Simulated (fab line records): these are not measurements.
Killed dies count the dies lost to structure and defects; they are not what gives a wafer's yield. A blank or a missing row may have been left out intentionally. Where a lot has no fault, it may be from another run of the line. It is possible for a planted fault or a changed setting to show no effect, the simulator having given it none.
Which of the tools did it? + flow nand_harc + 72 wafers from 24 lots sampled at 6 of the route's 1302 steps

WHAT THE GAUGES SHOWED, per wafer
Not one reading of a measure or inspect step in the record can be checked against a usual standard deviation.

WHAT TOOL EACH LOT RAN ON (gives the tool, then ch and the chambers of the sampled wafers, and finally the start)
| lot  | NHARC_A_CONTACT_ETCH_76                       | NHARC_A_CONTACT_ETCH_77                       | NHARC_A_CONTACT_ETCH_126             | NHARC_A_CONTACT_ETCH_127             | NHARC_A_CONTACT_DEP_85          | NHARC_A_CONTACT_ALD_18              |
|------|-----------------------------------------------|-----------------------------------------------|--------------------------------------|--------------------------------------|---------------------------------|-------------------------------------|
| L074 | rie_diel-04 ch 0,1,2, day 21 18:57 or earlier | rie_diel-04 ch 1,3, day 21 18:57 or earlier   | har_cap_etch-02 ch 0, day 21 18:57   | har_cap_etch-02 ch 0, day 21 19:08   | pecvd-01 ch 0,1,2, day 22 03:42 | ald_metal-03 ch 1,2,3, day 22 08:58 |
| L075 | rie_diel-07 ch 1,2,3, day 22 11:36 or earlier | rie_diel-07 ch 0,2,3, day 22 11:36 or earlier | har_cap_etch-01 ch 0,1, day 22 11:36 | har_cap_etch-01 ch 0,1, day 22 11:47 | pecvd-03 ch 1,2, day 22 16:43   | ald_metal-03 ch 1,2,3, day 22 22:14 |
| L076 | rie_diel-11 ch 2,3, day 22 11:55 or earlier   | rie_diel-11 ch 1,3, day 22 11:55 or earlier   | har_cap_etch-03 ch 0,1, day 22 11:55 | har_cap_etch-03 ch 0,1, day 22 12:05 | pecvd-01 ch 0,1,2, day 22 16:54 | ald_metal-02 ch 0,1, day 22 22:19   |
| L077 | rie_diel-07 ch 0,2,3, day 22 14:29 or earlier | rie_diel-07 ch 0,1, day 22 14:29 or earlier   | har_cap_etch-02 ch 0,1, day 22 14:29 | har_cap_etch-02 ch 0,1, day 22 14:44 | pecvd-02 ch 0,1,2, day 22 19:31 | ald_metal-03 ch 0,1,3, day 23 00:39 |
| L078 | rie_diel-04 ch 1,2,3, day 23 06:53 or earlier | rie_diel-04 ch 1,2, day 23 06:53 or earlier   | har_cap_etch-02 ch 0, day 23 06:53   | har_cap_etch-02 ch 0, day 23 07:04   | pecvd-01 ch 0,2, day 23 11:49   | ald_metal-02 ch 0,1,3, day 23 16:58 |
| L079 | rie_diel-07 ch 0,1,2, day 23 13:34 or earlier | rie_diel-07 ch 1,3, day 23 13:34 or earlier   | har_cap_etch-01 ch 1, day 23 13:34   | har_cap_etch-01 ch 1, day 23 13:45   | pecvd-03 ch 0,1,2, day 23 19:08 | ald_metal-02 ch 0,1, day 24 00:19   |
| L080 | rie_diel-07 ch 0,1, day 24 13:39 or earlier   | rie_diel-07 ch 0,1, day 24 13:39 or earlier   | har_cap_etch-03 ch 1, day 24 13:39   | har_cap_etch-03 ch 1, day 24 13:50   | pecvd-03 ch 0,1,2, day 24 18:40 | ald_metal-01 ch 0,1,2, day 24 23:47 |
| L081 | rie_diel-07 ch 0,1,3, day 25 05:32 or earlier | rie_diel-07 ch 1,2,3, day 25 05:32 or earlier | har_cap_etch-03 ch 0,1, day 25 05:32 | har_cap_etch-03 ch 0,1, day 25 05:42 | pecvd-02 ch 0,1, day 25 10:32   | ald_metal-02 ch 1,2,3, day 25 15:37 |
| L083 | rie_diel-04 ch 0,1,3, day 25 18:29 or earlier | rie_diel-04 ch 2,3, day 25 18:29 or earlier   | har_cap_etch-02 ch 0,1, day 25 18:29 | har_cap_etch-02 ch 0,1, day 25 18:40 | pecvd-03 ch 0,2, day 26 01:42   | ald_metal-02 ch 1,2,3, day 26 06:37 |
| L082 | rie_diel-07 ch 0,1,2, day 26 06:43 or earlier | rie_diel-07 ch 0,1,2, day 26 06:43 or earlier | har_cap_etch-01 ch 0,1, day 26 06:43 | har_cap_etch-01 ch 0,1, day 26 06:53 | pecvd-02 ch 0,1, day 26 11:59   | ald_metal-01 ch 1,2,3, day 26 17:42 |
| L084 | rie_diel-07 ch 0,1,3, day 26 12:56 or earlier | rie_diel-07 ch 0,2,3, day 26 12:56 or earlier | har_cap_etch-03 ch 0,1, day 26 12:56 | har_cap_etch-03 ch 0,1, day 26 13:06 | pecvd-02 ch 1,2, day 26 17:53   | ald_metal-03 ch 1,2,3, day 26 22:47 |
| L085 | rie_diel-07 ch 1,2, day 26 14:49 or earlier   | rie_diel-07 ch 0,2,3, day 26 14:49 or earlier | har_cap_etch-02 ch 0,1, day 26 14:49 | har_cap_etch-02 ch 0,1, day 26 14:59 | pecvd-03 ch 0,1,2, day 26 22:48 | ald_metal-03 ch 1,2, day 27 03:51   |
| L086 | rie_diel-07 ch 0,1,3, day 27 13:49 or earlier | rie_diel-07 ch 0,1, day 27 13:49 or earlier   | har_cap_etch-02 ch 0,1, day 27 13:49 | har_cap_etch-02 ch 0,1, day 27 13:59 | pecvd-02 ch 0,1,2, day 27 21:49 | ald_metal-03 ch 2,3, day 28 03:01   |
| L087 | rie_diel-07 ch 0,1, day 27 20:16 or earlier   | rie_diel-07 ch 0,2,3, day 27 20:16 or earlier | har_cap_etch-03 ch 0,1, day 27 20:16 | har_cap_etch-03 ch 0,1, day 27 20:26 | pecvd-03 ch 0,1, day 28 01:56   | ald_metal-02 ch 0,1,2, day 28 07:08 |
| L088 | rie_diel-07 ch 1,2,3, day 27 21:19 or earlier | rie_diel-07 ch 2,3, day 27 21:19 or earlier   | har_cap_etch-01 ch 0,1, day 27 21:19 | har_cap_etch-01 ch 0,1, day 27 21:29 | pecvd-02 ch 0,2, day 28 03:40   | ald_metal-01 ch 0,2,3, day 28 08:52 |
| L091 | rie_diel-11 ch 1,2,3, day 28 08:05 or earlier | rie_diel-11 ch 1,2,3, day 28 08:05 or earlier | har_cap_etch-02 ch 0,1, day 28 08:05 | har_cap_etch-02 ch 0,1, day 28 08:16 | pecvd-03 ch 0,1,2, day 28 13:44 | ald_metal-03 ch 0,1,3, day 28 18:46 |
| L089 | rie_diel-07 ch 1,2, day 28 12:26 or earlier   | rie_diel-07 ch 0,1,3, day 28 12:26 or earlier | har_cap_etch-01 ch 0,1, day 28 12:26 | har_cap_etch-01 ch 0,1, day 28 12:37 | pecvd-02 ch 0,1, day 28 17:52   | ald_metal-01 ch 2,3, day 28 23:05   |
| L090 | rie_diel-07 ch 1,2, day 28 15:07 or earlier   | rie_diel-07 ch 1,2,3, day 28 15:07 or earlier | har_cap_etch-03 ch 0,1, day 28 15:07 | har_cap_etch-03 ch 0,1, day 28 15:17 | pecvd-02 ch 0,2, day 28 21:27   | ald_metal-02 ch 2,3, day 29 02:54   |
| L092 | rie_diel-11 ch 0,1,3, day 29 10:58 or earlier | rie_diel-11 ch 0,1,3, day 29 10:58 or earlier | har_cap_etch-02 ch 0,1, day 29 10:58 | har_cap_etch-02 ch 0,1, day 29 11:08 | pecvd-03 ch 0,1,2, day 29 18:41 | ald_metal-01 ch 1,2,3, day 29 23:35 |
| L094 | rie_diel-04 ch 0,2,3, day 29 17:53 or earlier | rie_diel-04 ch 0,1,2, day 29 17:53 or earlier | har_cap_etch-01 ch 0,1, day 29 17:53 | har_cap_etch-01 ch 0,1, day 29 18:04 | pecvd-01 ch 0,1,2, day 30 00:05 | ald_metal-03 ch 0,2,3, day 30 05:06 |
| L093 | rie_diel-04 ch 0,1,2, day 30 01:21 or earlier | rie_diel-04 ch 1,2,3, day 30 01:21 or earlier | har_cap_etch-03 ch 0,1, day 30 01:21 | har_cap_etch-03 ch 0,1, day 30 01:32 | pecvd-02 ch 0,1,2, day 30 06:20 | ald_metal-03 ch 0,3, day 30 11:24   |
| L095 | rie_diel-04 ch 1,2,3, day 30 14:43 or earlier | rie_diel-04 ch 0,1,2, day 30 14:43 or earlier | har_cap_etch-01 ch 0,1, day 30 14:43 | har_cap_etch-01 ch 0,1, day 30 14:53 | pecvd-02 ch 0,1,2, day 30 19:37 | ald_metal-03 ch 0,2,3, day 31 00:39 |
| L097 | rie_diel-07 ch 0,1, day 31 14:44 or earlier   | rie_diel-07 ch 0,2, day 31 14:44 or earlier   | har_cap_etch-03 ch 0,1, day 31 14:44 | har_cap_etch-03 ch 0,1, day 31 14:54 | pecvd-03 ch 0,1, day 32 01:10   | ald_metal-02 ch 0,1,3, day 32 06:11 |
| L096 | rie_diel-11 ch 0,1,2, day 32 07:14 or earlier | rie_diel-11 ch 1,2, day 32 07:14 or earlier   | har_cap_etch-02 ch 0,1, day 32 07:14 | har_cap_etch-02 ch 0,1, day 32 07:25 | pecvd-01 ch 1,2, day 32 14:17   | ald_metal-03 ch 0,2,3, day 32 19:20 |
- NHARC_A_CONTACT_ETCH_76: etches the open film in N2/H2, target depth 260 nm, time 475.3 s.
- NHARC_A_CONTACT_ETCH_77: etches the open film in CF4/CHF3, target depth 108.9 nm, time 54.5 s.
- NHARC_A_CONTACT_ETCH_126: etches the open film in C4F8/O2/Ar, time 197 s, target depth 1918 nm.
- NHARC_A_CONTACT_ETCH_127: etches the open film in C4F8/O2/Ar, time 197 s, target depth 1918 nm.
- NHARC_A_CONTACT_DEP_85: deposits SiON, target thk 60 nm.
- NHARC_A_CONTACT_ALD_18: deposits TiN, target thk 3 nm, pulse time 1 s, ald cycles 150.

WHAT THE TOOLS THEMSELVES READ (means of the sampled wafers that have a number; where no wafer has one, the mark that the record gives instead)
NHARC_A_CONTACT_ETCH_76. Usual: drypump_motor_current_A 6.0 A, standard deviation 0.31; oes_product_au 1.003 a.u., standard deviation 0.0086; rf_vpp_V 432.2 V, standard deviation 2.3; showerhead_plenum_p_Torr 2.10 Torr, standard deviation 0.081; throttle_valve_pct 14.171 %, standard deviation 0.0093.
| lot  | tool        | drypump_motor_current_A (A) | oes_product_au (a.u.) | rf_vpp_V (V) | showerhead_plenum_p_Torr (Torr) | throttle_valve_pct (%) | flag |
|------|-------------|-----------------------------|-----------------------|--------------|---------------------------------|------------------------|------|
| L074 | rie_diel-04 | 5.4                         | 0.997                 | 430.6        | 2.04                            | 14.176                 |      |
| L075 | rie_diel-07 | 6.1                         | 1.005                 | 432.2        | 2.14                            | 14.160                 |      |
| L076 | rie_diel-11 | 5.6                         | 1.005                 | 428.6        | 1.99                            | 14.171                 |      |
| L077 | rie_diel-07 | 6.2                         | 1.004                 | 432.7        | 2.14                            | 14.184                 |      |
| L078 | rie_diel-04 | 5.8                         | 0.998                 | 431.7        | 2.07                            | 14.176                 |      |
| L079 | rie_diel-07 | 6.1                         | 1.010                 | 433.6        | 2.15                            | 14.163                 |      |
| L080 | rie_diel-07 | 6.1                         | 1.005                 | 433.8        | 2.13                            | 14.156                 |      |
| L081 | rie_diel-07 | 6.1                         | 1.004                 | 431.1        | 2.11                            | 14.165                 |      |
| L083 | rie_diel-04 | 5.6                         | 1.006                 | 430.5        | 2.03                            | 14.163                 |      |
| L082 | rie_diel-07 | 6.1                         | 1.009                 | 433.3        | 2.15                            | 14.164                 |      |
| L084 | rie_diel-07 | 6.1                         | 1.005                 | 433.2        | 2.11                            | 14.181                 |      |
| L085 | rie_diel-07 | 6.0                         | 1.012                 | 433.8        | 2.17                            | 14.168                 |      |
| L086 | rie_diel-07 | 6.1                         | 0.992                 | 431.6        | 2.11                            | 14.171                 |      |
| L087 | rie_diel-07 | 6.0                         | 1.001                 | 432.6        | 2.12                            | 14.175                 |      |
| L088 | rie_diel-07 | 6.0                         | 1.004                 | 432.6        | 2.13                            | 14.175                 |      |
| L091 | rie_diel-11 | 5.7                         | 1.003                 | 433.8        | 2.16                            | 14.173                 |      |
| L089 | rie_diel-07 | 6.0                         | 0.994                 | 434.1        | 2.17                            | 14.171                 |      |
| L090 | rie_diel-07 | 6.0                         | 0.998                 | 434.7        | 2.17                            | 14.177                 |      |
| L092 | rie_diel-11 | 6.0                         | 0.991                 | 432.0        | 2.09                            | 14.181                 |      |
| L094 | rie_diel-04 | 5.7                         | 0.998                 | 428.8        | 1.97                            | 14.169                 |      |
| L093 | rie_diel-04 | 5.4                         | 1.004                 | 431.0        | 2.02                            | 14.169                 |      |
| L095 | rie_diel-04 | 5.8                         | 1.012                 | 430.8        | 2.05                            | 14.164                 |      |
| L097 | rie_diel-07 | 6.1                         | 1.011                 | 432.8        | 2.12                            | 14.177                 |      |
| L096 | rie_diel-11 | 5.9                         | 0.994                 | 432.2        | 2.08                            | 14.165                 |      |

NHARC_A_CONTACT_ETCH_77. Usual: drypump_motor_current_A 6.0 A, standard deviation 0.31; oes_product_au 0.937 a.u., standard deviation 0.017; rf_vpp_V 372.0 V, standard deviation 2.1; showerhead_plenum_p_Torr 1.62 Torr, standard deviation 0.057; throttle_valve_pct 16.801 %, standard deviation 0.0085.
| lot  | tool        | drypump_motor_current_A (A) | oes_product_au (a.u.) | rf_vpp_V (V) | showerhead_plenum_p_Torr (Torr) | throttle_valve_pct (%) | flag |
|------|-------------|-----------------------------|-----------------------|--------------|---------------------------------|------------------------|------|
| L074 | rie_diel-04 | 6.0                         | 0.933                 | 370.5        | 1.60                            | 16.796                 |      |
| L075 | rie_diel-07 | 6.1                         | 0.977                 | 372.8        | 1.65                            | 16.800                 |      |
| L076 | rie_diel-11 | 5.8                         | 0.916                 | 372.7        | 1.65                            | 16.807                 |      |
| L077 | rie_diel-07 | 6.0                         | 0.923                 | 372.5        | 1.64                            | 16.809                 |      |
| L078 | rie_diel-04 | 5.5                         | 0.930                 | 372.6        | 1.64                            | 16.804                 |      |
| L079 | rie_diel-07 | 6.1                         | 0.931                 | 371.7        | 1.62                            | 16.801                 |      |
| L080 | rie_diel-07 | 6.0                         | 0.930                 | 372.7        | 1.63                            | 16.800                 |      |
| L081 | rie_diel-07 | 6.1                         | 0.936                 | 372.5        | 1.64                            | 16.802                 |      |
| L083 | rie_diel-04 | 5.9                         | 0.952                 | 370.3        | 1.56                            | 16.798                 |      |
| L082 | rie_diel-07 | 6.0                         | 0.927                 | 373.3        | 1.65                            | 16.796                 |      |
| L084 | rie_diel-07 | 6.1                         | 0.936                 | 373.2        | 1.64                            | 16.799                 |      |
| L085 | rie_diel-07 | 6.2                         | 0.928                 | 372.8        | 1.64                            | 16.796                 |      |
| L086 | rie_diel-07 | 6.0                         | 0.984                 | 373.0        | 1.63                            | 16.794                 |      |
| L087 | rie_diel-07 | 6.2                         | 0.931                 | 372.2        | 1.64                            | 16.799                 |      |
| L088 | rie_diel-07 | 6.1                         | 0.930                 | 373.1        | 1.63                            | 16.807                 |      |
| L091 | rie_diel-11 | 5.7                         | 0.944                 | 374.0        | 1.66                            | 16.795                 |      |
| L089 | rie_diel-07 | 6.1                         | 0.954                 | 371.4        | 1.62                            | 16.795                 |      |
| L090 | rie_diel-07 | 6.1                         | 0.962                 | 373.0        | 1.64                            | 16.801                 |      |
| L092 | rie_diel-11 | 6.0                         | 0.930                 | 371.3        | 1.61                            | 16.797                 |      |
| L094 | rie_diel-04 | 5.4                         | 0.925                 | 371.0        | 1.56                            | 16.805                 |      |
| L093 | rie_diel-04 | 5.8                         | 0.928                 | 371.4        | 1.58                            | 16.809                 |      |
| L095 | rie_diel-04 | 5.4                         | 0.928                 | 370.2        | 1.56                            | 16.791                 |      |
| L097 | rie_diel-07 | 6.1                         | 0.928                 | 372.4        | 1.65                            | 16.804                 |      |
| L096 | rie_diel-11 | 5.7                         | 0.921                 | 373.7        | 1.66                            | 16.803                 |      |

NHARC_A_CONTACT_ETCH_126. Usual: oes_air_line_au 0.998 a.u., standard deviation 0.021.
| lot  | tool            | oes_air_line_au (a.u.) | flag |
|------|-----------------|------------------------|------|
| L074 | har_cap_etch-02 | 0.987                  |      |
| L075 | har_cap_etch-01 | 1.006                  |      |
| L076 | har_cap_etch-03 | 1.010                  |      |
| L077 | har_cap_etch-02 | 1.020                  |      |
| L078 | har_cap_etch-02 | 0.996                  |      |
| L079 | har_cap_etch-01 | 0.966                  |      |
| L080 | har_cap_etch-03 | 1.002                  |      |
| L081 | har_cap_etch-03 | 1.003                  |      |
| L083 | har_cap_etch-02 | 0.995                  |      |
| L082 | har_cap_etch-01 | 0.991                  |      |
| L084 | har_cap_etch-03 | 1.004                  |      |
| L085 | har_cap_etch-02 | 0.996                  |      |
| L086 | har_cap_etch-02 | 0.987                  |      |
| L087 | har_cap_etch-03 | 1.007                  |      |
| L088 | har_cap_etch-01 | 1.014                  |      |
| L091 | har_cap_etch-02 | 1.009                  |      |
| L089 | har_cap_etch-01 | 0.975                  |      |
| L090 | har_cap_etch-03 | 1.006                  |      |
| L092 | har_cap_etch-02 | 1.018                  |      |
| L094 | har_cap_etch-01 | 0.994                  |      |
| L093 | har_cap_etch-03 | 0.981                  |      |
| L095 | har_cap_etch-01 | 1.010                  |      |
| L097 | har_cap_etch-03 | 0.990                  |      |
| L096 | har_cap_etch-02 | 0.984                  |      |

NHARC_A_CONTACT_ETCH_127. Usual: oes_air_line_au 1.000 a.u., standard deviation 0.019.
| lot  | tool            | oes_air_line_au (a.u.) | flag |
|------|-----------------|------------------------|------|
| L074 | har_cap_etch-02 | 0.996                  |      |
| L075 | har_cap_etch-01 | 0.993                  |      |
| L076 | har_cap_etch-03 | 0.988                  |      |
| L077 | har_cap_etch-02 | 0.999                  |      |
| L078 | har_cap_etch-02 | 1.010                  |      |
| L079 | har_cap_etch-01 | 1.012                  |      |
| L080 | har_cap_etch-03 | 1.011                  |      |
| L081 | har_cap_etch-03 | 1.001                  |      |
| L083 | har_cap_etch-02 | 1.014                  |      |
| L082 | har_cap_etch-01 | 0.996                  |      |
| L084 | har_cap_etch-03 | 1.007                  |      |
| L085 | har_cap_etch-02 | 0.980                  |      |
| L086 | har_cap_etch-02 | 0.983                  |      |
| L087 | har_cap_etch-03 | 1.021                  |      |
| L088 | har_cap_etch-01 | 0.974                  |      |
| L091 | har_cap_etch-02 | 1.007                  |      |
| L089 | har_cap_etch-01 | 0.995                  |      |
| L090 | har_cap_etch-03 | 0.978                  |      |
| L092 | har_cap_etch-02 | 1.010                  |      |
| L094 | har_cap_etch-01 | 1.001                  |      |
| L093 | har_cap_etch-03 | 0.977                  |      |
| L095 | har_cap_etch-01 | 1.017                  |      |
| L097 | har_cap_etch-03 | 1.012                  |      |
| L096 | har_cap_etch-02 | 0.994                  |      |

NHARC_A_CONTACT_DEP_85. Usual: heater_power_w 732 W, standard deviation 93.
| lot  | tool     | heater_power_w (W) | flag |
|------|----------|--------------------|------|
| L074 | pecvd-01 | 905                |      |
| L075 | pecvd-03 | 706                |      |
| L076 | pecvd-01 | 850                |      |
| L077 | pecvd-02 | 688                |      |
| L078 | pecvd-01 | 813                |      |
| L079 | pecvd-03 | 722                |      |
| L080 | pecvd-03 | 678                |      |
| L081 | pecvd-02 | 666                |      |
| L083 | pecvd-03 | 715                |      |
| L082 | pecvd-02 | 721                |      |
| L084 | pecvd-02 | 671                |      |
| L085 | pecvd-03 | 728                |      |
| L086 | pecvd-02 | 684                |      |
| L087 | pecvd-03 | 707                |      |
| L088 | pecvd-02 | 764                |      |
| L091 | pecvd-03 | 736                |      |
| L089 | pecvd-02 | 781                |      |
| L090 | pecvd-02 | 692                |      |
| L092 | pecvd-03 | 657                |      |
| L094 | pecvd-01 | 896                |      |
| L093 | pecvd-02 | 711                |      |
| L095 | pecvd-02 | 688                |      |
| L097 | pecvd-03 | 693                |      |
| L096 | pecvd-01 | 847                |      |

NHARC_A_CONTACT_ALD_18. Usual: heater_power_w 1065 W, standard deviation 120; precursor_pulse_height_rel 0.999, standard deviation 0.021.
| lot  | tool         | heater_power_w (W) | precursor_pulse_height_rel | flag |
|------|--------------|--------------------|----------------------------|------|
| L074 | ald_metal-03 | 1111               | 0.998                      |      |
| L075 | ald_metal-03 | 1136               | 0.991                      |      |
| L076 | ald_metal-02 | 1074               | 1.002                      |      |
| L077 | ald_metal-03 | 1114               | 0.994                      |      |
| L078 | ald_metal-02 | 1008               | 1.005                      |      |
| L079 | ald_metal-02 | 973                | 1.003                      |      |
| L080 | ald_metal-01 | 978                | 1.000                      |      |
| L081 | ald_metal-02 | 1115               | 0.999                      |      |
| L083 | ald_metal-02 | 1115               | 1.009                      |      |
| L082 | ald_metal-01 | 986                | 1.000                      |      |
| L084 | ald_metal-03 | 1093               | 0.998                      |      |
| L085 | ald_metal-03 | 1159               | 0.997                      |      |
| L086 | ald_metal-03 | 1085               | 0.975                      |      |
| L087 | ald_metal-02 | 1117               | 0.993                      |      |
| L088 | ald_metal-01 | 981                | 1.014                      |      |
| L091 | ald_metal-03 | 1112               | 1.014                      |      |
| L089 | ald_metal-01 | 998                | 0.996                      |      |
| L090 | ald_metal-02 | 1061               | 0.999                      |      |
| L092 | ald_metal-01 | 989                | 1.001                      |      |
| L094 | ald_metal-03 | 1070               | 1.000                      |      |
| L093 | ald_metal-03 | 1111               | 1.028                      |      |
| L095 | ald_metal-03 | 1083               | 1.004                      |      |
| L097 | ald_metal-02 | 1007               | 1.014                      |      |
| L096 | ald_metal-03 | 1107               | 0.993                      |      |

THE ANSWER, worked out from the rows above alone
Rule: a lot counts as off when the mean over its wafers that have a number is more than 3 standard deviations away from the usual mean. Also off: a lot with no number at a reading for which 4 or more lots have one. All remaining lots with rows at the step are treated as sound. First the gauges in route order, then the tools' own readings, where a lot's mean is used as printed above. The first step at which some lot is off is used, and at that step the reading that is off furthest; a lot without a number counts as furthest.
No lot is off on any of the readings shown, so nothing can be concluded from this.

WHAT THE SIMULATOR PUT IN
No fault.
